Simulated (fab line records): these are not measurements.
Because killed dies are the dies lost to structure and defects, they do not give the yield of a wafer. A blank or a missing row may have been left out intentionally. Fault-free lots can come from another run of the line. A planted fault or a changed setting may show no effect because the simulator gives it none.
Chamber matching ; flow n5-finfet ; 4 sister chambers for N5_ILD0_CMP_07 on cmp-01
The step polishes SiO2 flowable, stops on poly-Si, t overpolish 1.18 s, target thk 138.88 nm. 8 wafers are shown with their chamber, then 8 later ones without.

EACH WAFER AND ITS CHAMBER
wafer;chamber;motor-current-A (A)
L079.2;2;13.4
L080.2;2;13.0
L082.5;0;15.0
L082.6;3;10.6
L083.1;0;14.9
L083.3;1;10.3
L083.5;3;9.6
L087.3;1;9.9

WAFERS WITHOUT THEIR CHAMBER
wafer;motor-current-A (A)
L087.5;14.7
L087.6;11.1
L091.1;10.3
L091.5;9.5
L091.6;13.9
L096.2;10.7
L096.4;10.0
L096.6;10.1

THE CHAMBER EACH PASSED THROUGH
wafer;from the rows above;in truth
L087.5;0;0
L087.6;can't be placed: 1 or 3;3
L091.1;can't be placed: 1 or 3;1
L091.5;can't be placed: 3 or 1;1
L091.6;can't be placed: 2 or 0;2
L096.2;can't be placed: 1 or 3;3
L096.4;can't be placed: 3 or 1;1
L096.6;can't be placed: 3 or 1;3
Correct placement for 1 of the 8. These rows do not allow placing 7 (true chamber among the candidates in 7). Wrongly placed: 0.
How it was worked out, from the rows above alone: a wafer's distance from a chamber is the root of the sum, over the readings, of the square of ((its reading less the chamber's mean) divided by the reading's scatter). If the next closest chamber is less than 2 further off than the closest, the wafer can't be placed; otherwise it belongs to the closest. For every chamber, the mean is computed from those of its wafers that are shown. The scatter: take each reading less its chamber's mean, square it, sum over the shown wafers, divide by the number of wafers less the number of chambers, and take the root.
